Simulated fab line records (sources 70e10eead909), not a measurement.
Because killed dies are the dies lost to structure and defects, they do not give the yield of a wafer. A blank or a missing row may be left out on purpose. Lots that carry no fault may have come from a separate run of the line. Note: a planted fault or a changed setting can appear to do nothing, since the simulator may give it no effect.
Chamber matching || flow nand-harc || rie-diel-11 running NHARC_P_BONDPAD_DESCUM_11: 4 sister chambers
The step chemistry O2, time 3 s. 4 wafers are shown with their chamber, then 12 later ones without.

EACH WAFER AND ITS CHAMBER
{"wafer": "L089.6", "chamber": 0, "showerhead-plenum-p-Torr (Torr)": 1.98}
{"wafer": "L093.2", "chamber": 1, "showerhead-plenum-p-Torr (Torr)": 1.86}
{"wafer": "L093.3", "chamber": 3, "showerhead-plenum-p-Torr (Torr)": 2.00}
{"wafer": "L093.4", "chamber": 2, "showerhead-plenum-p-Torr (Torr)": 1.98}

WAFERS WITHOUT THEIR CHAMBER
{"wafer": "L092.3", "showerhead-plenum-p-Torr (Torr)": 1.98}
{"wafer": "L092.4", "showerhead-plenum-p-Torr (Torr)": 1.98}
{"wafer": "L092.6", "showerhead-plenum-p-Torr (Torr)": 1.98}
{"wafer": "L095.1", "showerhead-plenum-p-Torr (Torr)": 1.86}
{"wafer": "L095.3", "showerhead-plenum-p-Torr (Torr)": 2.00}
{"wafer": "L095.6", "showerhead-plenum-p-Torr (Torr)": 1.98}
{"wafer": "L096.1", "showerhead-plenum-p-Torr (Torr)": 1.85}
{"wafer": "L096.2", "showerhead-plenum-p-Torr (Torr)": 1.98}
{"wafer": "L096.6", "showerhead-plenum-p-Torr (Torr)": 1.85}
{"wafer": "L097.3", "showerhead-plenum-p-Torr (Torr)": 1.85}
{"wafer": "L097.4", "showerhead-plenum-p-Torr (Torr)": 1.98}
{"wafer": "L097.6", "showerhead-plenum-p-Torr (Torr)": 1.85}

THE CHAMBER EACH PASSED THROUGH
{"wafer": "L092.3", "from the rows above": "can't be placed: 0 or 2", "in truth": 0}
{"wafer": "L092.4", "from the rows above": "can't be placed: 0 or 2", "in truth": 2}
{"wafer": "L092.6", "from the rows above": "can't be placed: 0 or 2", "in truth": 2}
{"wafer": "L095.1", "from the rows above": 1, "in truth": 1}
{"wafer": "L095.3", "from the rows above": 3, "in truth": 3}
{"wafer": "L095.6", "from the rows above": "can't be placed: 0 or 2", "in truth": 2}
{"wafer": "L096.1", "from the rows above": 1, "in truth": 1}
{"wafer": "L096.2", "from the rows above": "can't be placed: 0 or 2", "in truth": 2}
{"wafer": "L096.6", "from the rows above": 1, "in truth": 1}
{"wafer": "L097.3", "from the rows above": 1, "in truth": 1}
{"wafer": "L097.4", "from the rows above": "can't be placed: 0 or 2", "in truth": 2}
{"wafer": "L097.6", "from the rows above": 1, "in truth": 1}
Correct placement for 6 of the 12. From these rows, 6 cannot be placed; in 6 the true chamber is one of the candidates. Placed wrongly: 0.
How it was worked out, from the rows above alone: a wafer's distance from a chamber is the root of the sum, over the readings, of the square of ((its reading less the chamber's mean) divided by the reading's scatter). The wafer belongs to the nearest chamber; if the next one is less than 2 further off, it can't be placed. A chamber's mean is the mean of its shown wafers. The scatter: root of mean squared gap, hidden wafer to nearest shown wafer, with one shown wafer a chamber.
